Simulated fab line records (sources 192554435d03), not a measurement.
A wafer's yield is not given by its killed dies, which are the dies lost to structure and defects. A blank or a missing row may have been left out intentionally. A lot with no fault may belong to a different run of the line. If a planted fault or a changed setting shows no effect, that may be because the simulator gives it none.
fab line records + flow n5-finfet
record
- lots=12
- wafers=28
- last-day=16
route steps=1938 shown HKMG_FIN@388 BEOL_M4@1082 PASSIVATION@1936
lots untouched by any fault: they come from a run of this same line in which no faults occurred
start-h: start of the lot's first displayed wafer, in hours after the record's first day + wait-h: how many hours have passed since the lot's step before this one + " identical to the entry in the row above + L1.1+2: several wafers, shown together as one row + - value missing, or start not given + * or withheld: withheld + < > ~ a bound
route shown NAME@n: names a module that has steps shown in the file, with the first one's number in the route + usual: mean/standard deviation taken from wafers without a fault + same: alike in all rows + chamber/n: place in a boat + sites: readings site by site + _std_site: standard deviation across them + _edge_site: the outer-site mean with the inner-site mean subtracted + radius-mm: for every site, how far away it sits from the centre of the wafer + mask NAME#n: copy n + behind: tool/chamber where the wafer was last shaped + hold: what put the lot on hold/how long, in hours/how the hold closed + device: names the non-switching transistor (n, p or np) + end of line: tests of these same wafers at the route's end + for a step that has no rows: nothing shown but its recipe + killed: at the first sort, the dies lost to defects and structure; wafer yield is something else + map: dies across one wafer; x = killed, . = not, _ = none there
set.NAME: the setting the step ran with; set.NAME@STEP: the setting that earlier step ran with + model.NAME: the simulator's own value behind a step, which no gauge read
one table for each step of the route and one row for each wafer, over a sample of lots
services: when a tool's chamber went out of use (start-h, in hours from the record's first day, below 0 if earlier), for how many hours, and the reason
## steps
# step N5_HKMG_FIN_ALD_74
# recipe
- material=La2O3
- target-thk-a=5
- temp-c=250
- ald-precursor-family=La-Cp
- ald-co-reactant=O3
- pulse-time-s=6
- co-reactant-pulse-time-s=1
- purge-time-s=3
- co-reactant-purge-time-s=3
# usual
- heater-power-w=353/36
- precursor-pulse-height-rel=0.999/0.019
| lot.wafer | tool      | chamber | start-h | wait-h | heater-power-w | precursor-pulse-height-rel | since-wet-clean-h |
|-----------|-----------|---------|---------|--------|----------------|----------------------------|-------------------|
| L255.2    | ald-hk-01 | 1       | 85.05   | 0.2    | 317            | 0.968                      | 1861              |
| L255.5    | "         | 0       | "       | "      | 310            | 1.043                      | -                 |
| L257.1    | ald-hk-03 | 2       | 101.93  | 0.2    | 403            | 0.993                      | 982               |
| L257.2    | "         | 0       | "       | "      | 351            | 1.012                      | 982               |
| L257.6    | "         | 3       | "       | "      | 320            | 1.006                      | -                 |
| L258.2    | ald-hk-01 | 2       | 105.73  | 0.2    | 370            | 0.992                      | 1882              |
| L258.3    | "         | 0       | "       | "      | 302            | 0.996                      | 1882              |
| L258.6    | "         | 2       | "       | "      | 390            | 0.988                      | -                 |
| L260.2    | ald-hk-02 | 3       | 120.72  | 0.2    | 326            | 0.971                      | 91                |
| L260.5    | "         | 2       | "       | "      | 363            | 1.007                      | -                 |
| L260.6    | "         | 1       | "       | "      | 428            | 1.024                      | -                 |
| L262.1    | ald-hk-01 | 0       | 133.49  | 0.2    | 301            | 1.010                      | 1910              |
| L262.2    | "         | 2       | "       | "      | 366            | 1.005                      | 1910              |
| L263.3    | ald-hk-01 | 0       | 137.52  | 0.1    | 295            | 1.031                      | 1914              |
| L263.6    | "         | 2       | "       | "      | 383            | 0.991                      | -                 |
| L266.3    | ald-hk-01 | 3       | 153.87  | 0.1    | 370            | 0.987                      | 1930              |
| L266.6    | "         | 2       | "       | "      | 380            | 1.001                      | -                 |
| L264.1    | ald-hk-01 | 3       | 156.92  | 0.2    | 371            | 1.013                      | 1933              |
| L264.4    | "         | 1       | "       | "      | 314            | 0.991                      | 1933              |
| L265.2    | ald-hk-01 | 3       | 160.20  | 0.2    | 377            | 0.982                      | 1936              |
| L265.4    | "         | 1       | "       | "      | 316            | 0.966                      | 1936              |
| L267.1    | ald-hk-01 | 3       | 169.29  | 0.2    | 367            | 0.979                      | 1945              |
| L267.5    | "         | 1       | "       | "      | 318            | 1.036                      | -                 |
| L270.1    | ald-hk-02 | 1       | 177.84  | 0.2    | 434            | 1.025                      | 148               |
| L270.2    | "         | 2       | "       | "      | 343            | 1.005                      | 148               |
| L270.6    | "         | 3       | "       | "      | 332            | 0.994                      | -                 |
| L273.3    | ald-hk-01 | 0       | 194.59  | 0.1    | 301            | 0.995                      | 1971              |
| L273.5    | "         | 2       | "       | "      | 376            | 1.023                      | -                 |
# step N5_BEOL_M4_SURFACE_TREAT_85
# recipe
- gas=Ar
- time-s=*
- ion-energy-ev=*
- ion-current-ma-cm2=0.5
- pressure-mtorr=*
- ar-flow-sccm=30
# usual
- throttle-valve-pct=*
| lot.wafer | tool           | chamber | start-h | wait-h | throttle-valve-pct |
|-----------|----------------|---------|---------|--------|--------------------|
| L255.2    | pvd-sputter-03 | -       | 175.01  | 0.4    | *                  |
| L255.5    | "              | -       | "       | "      | *                  |
| L258.2    | pvd-sputter-01 | -       | 189.19  | 0.3    | *                  |
| L258.3    | "              | -       | "       | "      | *                  |
| L258.6    | "              | -       | "       | "      | *                  |
| L257.1    | pvd-sputter-02 | -       | 193.21  | 0.4    | *                  |
| L257.2    | "              | -       | "       | "      | *                  |
| L257.6    | "              | -       | "       | "      | *                  |
| L260.2    | pvd-sputter-02 | -       | 201.72  | 0.1    | *                  |
| L260.5    | "              | -       | "       | "      | *                  |
| L260.6    | "              | -       | "       | "      | *                  |
| L262.1    | pvd-sputter-03 | -       | 209.23  | 0.3    | *                  |
| L262.2    | "              | -       | "       | "      | *                  |
| L263.3    | pvd-sputter-01 | -       | 226.15  | 0.1    | *                  |
| L263.6    | "              | -       | "       | "      | *                  |
| L266.3    | pvd-sputter-03 | -       | 239.78  | 0.2    | *                  |
| L266.6    | "              | -       | "       | "      | *                  |
| L264.1    | pvd-sputter-02 | -       | 246.33  | 0.1    | *                  |
| L264.4    | "              | -       | "       | "      | *                  |
| L265.2    | pvd-sputter-02 | -       | 246.37  | 0.1    | *                  |
| L265.4    | "              | -       | "       | "      | *                  |
| L267.1    | pvd-sputter-01 | -       | 264.76  | 0.1    | *                  |
| L267.5    | "              | -       | "       | "      | *                  |
| L270.1    | pvd-sputter-01 | -       | 266.65  | 1.7    | *                  |
| L270.2    | "              | -       | "       | "      | *                  |
| L270.6    | "              | -       | "       | "      | *                  |
| L273.3    | pvd-sputter-03 | -       | 273.10  | 0.2    | *                  |
| L273.5    | "              | -       | "       | "      | *                  |
# step N5_BEOL_M4_ANNEAL_93
# recipe
- temp-c=400
- time-s=240
- ambient=vacuum
# usual
- heater-power-w=820/60
- susceptor_temp_C_max=401.0/0.45
| lot.wafer | tool           | chamber | start-h | wait-h | heater-power-w | susceptor_temp_C_max |
|-----------|----------------|---------|---------|--------|----------------|----------------------|
| L255.2    | pvd-sputter-03 | -       | 176.99  | 0.0    | 857            | 400.4                |
| L255.5    | "              | -       | "       | "      | 817            | 400.2                |
| L258.2    | pvd-sputter-01 | -       | 191.11  | 0.0    | 867            | 401.5                |
| L258.3    | "              | -       | "       | "      | 790            | 400.5                |
| L258.6    | "              | -       | "       | "      | 897            | 401.3                |
| L257.1    | pvd-sputter-02 | -       | 195.36  | 0.0    | 845            | 400.8                |
| L257.2    | "              | -       | "       | "      | 893            | 401.1                |
| L257.6    | "              | -       | "       | "      | 856            | 401.0                |
| L260.2    | pvd-sputter-02 | -       | 203.34  | 0.0    | 912            | 400.5                |
| L260.5    | "              | -       | "       | "      | 848            | 400.4                |
| L260.6    | "              | -       | "       | "      | 718            | 401.6                |
| L262.1    | pvd-sputter-02 | -       | 214.80  | 0.0    | 738            | 401.9                |
| L262.2    | "              | -       | "       | "      | 858            | 400.8                |
| L263.3    | pvd-sputter-01 | -       | 227.77  | 0.0    | 759            | 400.3                |
| L263.6    | "              | -       | "       | "      | 885            | 401.3                |
| L266.3    | pvd-sputter-01 | -       | 241.44  | 0.0    | 891            | 401.4                |
| L266.6    | "              | -       | "       | "      | 748            | 400.7                |
| L264.1    | pvd-sputter-02 | -       | 248.01  | 0.0    | 726            | 401.2                |
| L264.4    | "              | -       | "       | "      | 906            | 400.7                |
| L265.2    | pvd-sputter-01 | -       | 248.02  | 0.0    | 875            | 401.5                |
| L265.4    | "              | -       | "       | "      | 761            | 400.8                |
| L267.1    | pvd-sputter-02 | -       | 266.41  | 0.0    | 709            | 401.6                |
| L267.5    | "              | -       | "       | "      | 857            | 400.2                |
| L270.1    | pvd-sputter-02 | -       | 268.33  | 0.0    | 848            | 400.6                |
| L270.2    | "              | -       | "       | "      | 761            | 401.3                |
| L270.6    | "              | -       | "       | "      | 735            | 401.0                |
| L273.3    | pvd-sputter-03 | -       | 274.79  | 0.0    | 875            | 401.0                |
| L273.5    | "              | -       | "       | "      | 858            | 400.8                |
# step N5_BEOL_M4_INSPECT_59
# recipe
- inspect-instrument=darkfield
- mode=post-dep
# usual
- raw-defect-count=77/26
| lot.wafer | tool              | chamber | start-h | wait-h | raw-defect-count |
|-----------|-------------------|---------|---------|--------|------------------|
| L255.2    | defect-inspect-02 | -       | 178.42  | 0.0    | 99               |
| L255.5    | "                 | -       | "       | "      | 81               |
| L258.2    | defect-inspect-02 | -       | 192.54  | 0.0    | 125              |
| L258.3    | "                 | -       | "       | "      | 65               |
| L258.6    | "                 | -       | "       | "      | 72               |
| L257.1    | defect-inspect-02 | -       | 197.10  | 0.0    | 44               |
| L257.2    | "                 | -       | "       | "      | 45               |
| L257.6    | "                 | -       | "       | "      | 49               |
| L260.2    | defect-inspect-02 | -       | 205.09  | 0.0    | 78               |
| L260.5    | "                 | -       | "       | "      | 61               |
| L260.6    | "                 | -       | "       | "      | 58               |
| L262.1    | defect-inspect-01 | -       | 216.23  | 0.0    | 141              |
| L262.2    | "                 | -       | "       | "      | 77               |
| L263.3    | defect-inspect-01 | -       | 229.21  | 0.0    | 138              |
| L263.6    | "                 | -       | "       | "      | 141              |
| L266.3    | defect-inspect-02 | -       | 242.88  | 0.0    | 88               |
| L266.6    | "                 | -       | "       | "      | 56               |
| L264.1    | defect-inspect-02 | -       | 249.44  | 0.0    | 51               |
| L264.4    | "                 | -       | "       | "      | 103              |
| L265.2    | defect-inspect-01 | -       | 249.45  | 0.0    | 100              |
| L265.4    | "                 | -       | "       | "      | 77               |
| L267.1    | defect-inspect-01 | -       | 268.14  | 0.0    | 87               |
| L267.5    | "                 | -       | "       | "      | 76               |
| L270.1    | defect-inspect-01 | -       | 269.83  | 0.0    | 31               |
| L270.2    | "                 | -       | "       | "      | 69               |
| L270.6    | "                 | -       | "       | "      | 85               |
| L273.3    | defect-inspect-02 | -       | 276.54  | 0.0    | 45               |
| L273.5    | "                 | -       | "       | "      | 43               |
# step N5_BEOL_M4_RC_MEAS_101
# usual
- DIBL_N=36.0/2
- DIBL_P=35.9/2.5
- IOFF_N=0.16/0.038
- IOFF_P=0.21/0.04
- IOFF_P_85C=3.6/0.57
- IOFF_P_LIN=0.099/0.014
- IOFF_P_LONG=0.000106/1e-05
- ION_N=675/14
- ION_P=462/9.4
- SS_N=71.5/0.75
- SS_P=73.2/0.74
- VT_N=250/3.9
- VT_N_LVT=98/4
- VT_P=-251/3.2
- VT_P_LONG=-275/3.2
| lot.wafer | tool      | chamber | start-h | wait-h | DIBL_N[mV/V] | DIBL_P[mV/V] | IOFF_N[nA/um] | IOFF_P[nA/um] | IOFF_P_85C[nA/um] | IOFF_P_LIN[nA/um] | IOFF_P_LONG[nA/um] | ION_N[uA/um] | ION_P[uA/um] | SS_N[mV/dec] | SS_P[mV/dec] | VT_N[mV] | VT_N_LVT[mV] | VT_P[mV] | VT_P_LONG[mV] |
|-----------|-----------|---------|---------|--------|--------------|--------------|---------------|---------------|-------------------|-------------------|--------------------|--------------|--------------|--------------|--------------|----------|--------------|----------|---------------|
| L255.2    | prober-01 | 0       | 178.60  | 0.2    | 40.0         | 37.8         | 0.23          | 0.28          | 4.6               | 0.126             | 0.000117           | 690          | 468          | 72.1         | 74.2         | 242      | 90           | -246     | -272          |
| L255.5    | "         | 0       | "       | "      | 32.6         | 30.3         | 0.12          | 0.18          | 3.2               | 0.094             | 0.000119           | 679          | 474          | 69.8         | 72.2         | 249      | 98           | -251     | -272          |
| L258.2    | prober-02 | 0       | 192.72  | 0.2    | 36.9         | 37.7         | 0.20          | 0.25          | 4.2               | 0.114             | 0.000108           | 705          | 478          | 71.5         | 73.2         | 244      | 93           | -246     | -274          |
| L258.3    | "         | 0       | "       | "      | 37.0         | 39.5         | 0.18          | 0.28          | 4.7               | 0.122             | 0.000108           | 681          | 474          | 71.4         | 74.4         | 249      | 96           | -249     | -273          |
| L258.6    | "         | 0       | "       | "      | 37.0         | 38.4         | 0.18          | 0.26          | 4.3               | 0.115             | 0.000106           | 692          | 479          | 71.2         | 73.7         | 247      | 96           | -248     | -272          |
| L257.1    | prober-01 | 0       | 197.12  | 0.0    | 37.3         | 37.2         | 0.17          | 0.19          | 3.4               | 0.088             | 8.6e-05            | 664          | 446          | 72.3         | 73.7         | 251      | 100          | -255     | -283          |
| L257.2    | "         | 0       | "       | "      | 32.4         | 31.9         | 0.11          | 0.14          | 2.5               | 0.069             | 8e-05              | 654          | 445          | 70.8         | 72.6         | 256      | 104          | -257     | -286          |
| L257.6    | "         | 0       | "       | "      | 38.7         | 39.4         | 0.20          | 0.25          | 4.2               | 0.103             | 8.6e-05            | 670          | 459          | 71.8         | 74.5         | 246      | 97           | -251     | -282          |
| L260.2    | prober-01 | 0       | 205.27  | 0.2    | 34.7         | 33.1         | 0.14          | 0.18          | 3.2               | 0.089             | 0.000111           | 668          | 461          | 71.0         | 72.9         | 250      | 99           | -253     | -276          |
| L260.5    | "         | 0       | "       | "      | 35.0         | 34.7         | 0.15          | 0.20          | 3.5               | 0.097             | 0.000117           | 675          | 464          | 71.1         | 73.1         | 249      | 99           | -250     | -275          |
| L260.6    | "         | 0       | "       | "      | 37.0         | 35.0         | 0.18          | 0.20          | 3.5               | 0.095             | 0.000105           | 661          | 456          | 73.0         | 73.8         | 249      | 100          | -250     | -275          |
| L262.1    | prober-01 | 0       | 216.26  | 0.0    | 35.4         | 34.6         | 0.14          | 0.15          | 2.8               | 0.074             | 8.7e-05            | 656          | 445          | 71.9         | 72.7         | 252      | 100          | -257     | -283          |
| L262.2    | "         | 0       | "       | "      | 37.5         | 39.3         | 0.18          | 0.25          | 4.2               | 0.104             | 9.1e-05            | 675          | 459          | 71.5         | 73.4         | 247      | 95           | -250     | -281          |
| L263.3    | prober-02 | 0       | 229.54  | 0.3    | 35.7         | 36.2         | 0.15          | 0.21          | 3.6               | 0.094             | 0.00011            | 659          | 460          | 71.7         | 73.8         | 252      | 95           | -251     | -277          |
| L263.6    | "         | 0       | "       | "      | 36.6         | 37.1         | 0.18          | 0.20          | 3.6               | 0.096             | 0.000104           | 673          | 457          | 71.1         | 72.8         | 246      | 92           | -251     | -274          |
| L266.3    | prober-01 | 0       | 243.21  | 0.3    | 37.8         | 37.0         | 0.22          | 0.23          | 4.0               | 0.105             | 0.000115           | 678          | 454          | 72.3         | 73.3         | 245      | 93           | -250     | -276          |
| L266.6    | "         | 0       | "       | "      | 35.9         | 37.3         | 0.17          | 0.24          | 4.0               | 0.109             | 0.000109           | 665          | 459          | 71.3         | 73.5         | 249      | 93           | -245     | -274          |
| L264.1    | prober-02 | 0       | 249.46  | 0.0    | 33.3         | 33.2         | 0.11          | 0.15          | 2.8               | 0.078             | 0.000103           | 661          | 450          | 71.0         | 72.3         | 254      | 103          | -255     | -278          |
| L264.4    | "         | 0       | "       | "      | 36.6         | 37.3         | 0.16          | 0.19          | 3.3               | 0.091             | 9.9e-05            | 656          | 446          | 72.3         | 74.1         | 253      | 100          | -255     | -278          |
| L265.2    | prober-01 | 0       | 249.63  | 0.2    | 33.6         | 33.9         | 0.11          | 0.16          | 2.8               | 0.078             | 9.5e-05            | 669          | 461          | 71.3         | 72.5         | 254      | 104          | -254     | -278          |
| L265.4    | "         | 0       | "       | "      | 37.2         | 37.7         | 0.18          | 0.20          | 3.4               | 0.092             | 8.9e-05            | 682          | 460          | 71.8         | 73.6         | 248      | 98           | -254     | -279          |
| L267.1    | prober-02 | 0       | 268.16  | 0.0    | 34.5         | 34.5         | 0.15          | 0.08          | 1.7               | 0.041             | 5.8e-05            | 690          | 430          | 71.3         | 73.6         | 250      | 76           | -275     | -297          |
| L267.5    | "         | 0       | "       | "      | 35.2         | 36.0         | 0.17          | 0.10          | 2.0               | 0.048             | 5.9e-05            | 695          | 437          | 71.0         | 73.5         | 248      | 73           | -271     | -294          |
| L270.1    | prober-02 | 0       | 269.86  | 0.0    | 33.6         | 34.1         | 0.12          | 0.17          | 3.0               | 0.086             | 0.000103           | 669          | 457          | 71.5         | 72.7         | 255      | 104          | -253     | -277          |
| L270.2    | "         | 0       | "       | "      | 35.3         | 36.7         | 0.14          | 0.20          | 3.6               | 0.099             | 0.000107           | 647          | 447          | 71.2         | 72.7         | 251      | 101          | -249     | -276          |
| L270.6    | "         | 0       | "       | "      | 34.5         | 37.0         | 0.14          | 0.21          | 3.6               | 0.100             | 0.000108           | 688          | 473          | 70.9         | 73.6         | 250      | 102          | -249     | -276          |
| L273.3    | prober-01 | 0       | 276.87  | 0.3    | 31.9         | 32.6         | 0.09          | 0.07          | 1.4               | 0.036             | 7.2e-05            | 660          | 429          | 70.5         | 71.4         | 258      | 82           | -279     | -299          |
| L273.5    | "         | 0       | "       | "      | 35.9         | 36.6         | 0.15          | 0.09          | 1.8               | 0.044             | 7.1e-05            | 676          | 433          | 71.2         | 73.0         | 251      | 76           | -274     | -302          |
# step N5_PASSIVATION_PROBE_49
# usual
- defect-limited-yield=91.3/1.5
- killed_at_M0_to_M3=33/12
- killed_at_M4_up=15/5.2
- killed-at-contacts=12/5.1
- killed-at-front-end=39/11
- killed-at-other=5/3.6
- killed-dies=103/18
- killed-open=67/13
- killed-short=33/7.8
- sort_bin_5_function=5.1/0.96
- sort_bin_6_memory=3.2/0.71
- sort_bin_8_speed=0.01/0.063
- sort-n-pass=1077/18
- sort-yield-pct=91.3/1.5
# same
- gross-dies=1180
- killed-at-back-side=0
- sort_bin_4_leakage[%]=0
| lot.wafer | tool      | chamber | start-h | wait-h | defect-limited-yield[%] | killed_at_M0_to_M3 | killed_at_M4_up | killed-at-contacts | killed-at-front-end | killed-at-other | killed-dies | killed-open | killed-short | sort_bin_5_function[%] | sort_bin_6_memory[%] | sort_bin_8_speed[%] | sort-n-pass | sort-yield-pct[%] |
|-----------|-----------|---------|---------|--------|-------------------------|--------------------|-----------------|--------------------|---------------------|-----------------|-------------|-------------|--------------|------------------------|----------------------|---------------------|-------------|-------------------|
| L267.1    | prober-02 | -       | 364.51  | 0.0    | 91.0                    | 19                 | 9               | 9                  | 69                  | 0               | 106         | 62          | 33           | 4.7                    | 3.1                  | 16.36               | 881         | 74.7              |
| L267.5    | prober-02 | -       | 364.71  | 0.2    | 89.6                    | 32                 | 8               | 13                 | 66                  | 4               | 123         | 74          | 41           | 6.2                    | 3.1                  | 0.42                | 1052        | 89.2              |
| L273.3    | prober-02 | -       | 379.43  | 0.1    | 92.2                    | 23                 | 18              | 14                 | 36                  | 1               | 92          | 59          | 24           | 4.0                    | 3.0                  | 44.92               | 558         | 47.3              |
| L273.5    | prober-02 | -       | 379.53  | 0.2    | 90.8                    | 21                 | 21              | 15                 | 48                  | 3               | 108         | 70          | 29           | 5.2                    | 3.1                  | 11.61               | 935         | 79.2              |
# killed by level:class
L267.1 FIN_SAQP:geometric-particle:short=17 STI_FIN_REVEAL:geometric-particle:open=17 HKMG_FIN:area-etch=11 BEOL_M3:geometric-particle:open=10 MOL_CONTACT_COAG:geometric-particle:open=7 DUMMY_GATE:geometric-particle:open=5 BEOL_M4:geometric-particle:open=5 FIN_SAQP:geometric-particle:open=4
L267.5 FIN_SAQP:geometric-particle:open=18 STI_FIN_REVEAL:geometric-particle:open=14 FIN_SAQP:geometric-particle:short=13 MOL_CONTACT_COAG:geometric-particle:open=12 BEOL_M0_SAQP:geometric-particle:short=9 BEOL_M3:geometric-particle:open=9 HKMG_FIN:area-etch=8 BEOL_M0_SAQP:geometric-particle:open=7
L273.3 MOL_CONTACT_COAG:geometric-particle:open=13 HKMG_FIN:area-etch=9 BEOL_M4:geometric-particle:open=8 GATE_CUT:geometric-particle:short=7 BEOL_M0_SAQP:geometric-particle:open=7 GATE_CUT:geometric-particle:open=5 BEOL_M1:geometric-particle:open=4 BEOL_M3:geometric-particle:open=4
L273.5 MOL_CONTACT_COAG:geometric-particle:open=12 FIN_SAQP:geometric-particle:open=9 GATE_CUT:geometric-particle:short=9 HKMG_FIN:area-etch=8 BEOL_M4:geometric-particle:open=7 DUMMY_GATE:geometric-particle:open=5 BEOL_M1:geometric-particle:open=5 BEOL_M0_SAQP:geometric-particle:open=4
## services
| tool           | chamber | start-h | hours | kind   |
|----------------|---------|---------|-------|--------|
| pvd-sputter-03 | -       | 67.08   | 2.5   | repair |
| ald-hk-03      | -       | 153.33  | 0.4   | repair |
| pvd-sputter-02 | -       | 166.21  | 1.9   | repair |
| ald-hk-01      | -       | 179.04  | 6.0   | pm     |
| pvd-sputter-03 | -       | 186.93  | 2.6   | repair |
## key
first-sign
- step=N5_BEOL_M4_RC_MEAS_101
- reading=VT_P
- direction=down
- sigmas=7.6
- usual=-251
- struck=-275
effect
- step=N5_BEOL_M4_RC_MEAS_101
- reading=VT_P_LONG
- direction=down
- sigmas=7
- usual=-275
- struck=-298
effect
- step=N5_BEOL_M4_RC_MEAS_101
- reading=VT_N_LVT
- direction=down
- sigmas=5.4
- usual=98
- struck=77
effect
- step=N5_BEOL_M4_RC_MEAS_101
- reading=IOFF_P_LONG
- direction=down
- sigmas=4.1
- usual=0.000106
- struck=6.5e-05
effect
- step=N5_BEOL_M4_RC_MEAS_101
- reading=IOFF_P_LIN
- direction=down
- sigmas=4
- usual=0.099
- struck=0.042
effect
- step=N5_BEOL_M4_RC_MEAS_101
- reading=IOFF_P_85C
- direction=down
- sigmas=3.3
- usual=3.6
- struck=1.7
effect
- step=N5_BEOL_M4_RC_MEAS_101
- reading=ION_P
- direction=down
- sigmas=3.2
- usual=462
- struck=432
effect
- step=N5_BEOL_M4_RC_MEAS_101
- reading=IOFF_P
- direction=down
- sigmas=3.1
- usual=0.21
- struck=0.08
effect
- step=N5_PASSIVATION_PROBE_49
- reading=sort_bin_8_speed
- direction=up
- sigmas=99+
- usual=0.01
- struck=18.33
met-at N5_HKMG_FIN_ALD_74
struck-lots L267,L273
baseline-loss
- step=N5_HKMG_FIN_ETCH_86
- wafers=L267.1
not-acting-at N5_BEOL_M4_SURFACE_TREAT_85,N5_BEOL_M4_ANNEAL_93,N5_BEOL_M4_INSPECT_59
onset-between 160.20 169.29
fault
- kind=process-parameter-drift
- tool=ald-hk-01
- chamber=-
- onset-h=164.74
- steps=N5_HKMG_FIN_ALD_74
- channel=target-thk-a
- offset=*
- shape=step
- end-h=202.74
- acts-in=*
- stated=*
# baseline-loss: these wafers lose ten dies or more at that step, a loss of the line's own and not of a fault; the sort's usual values leave them out
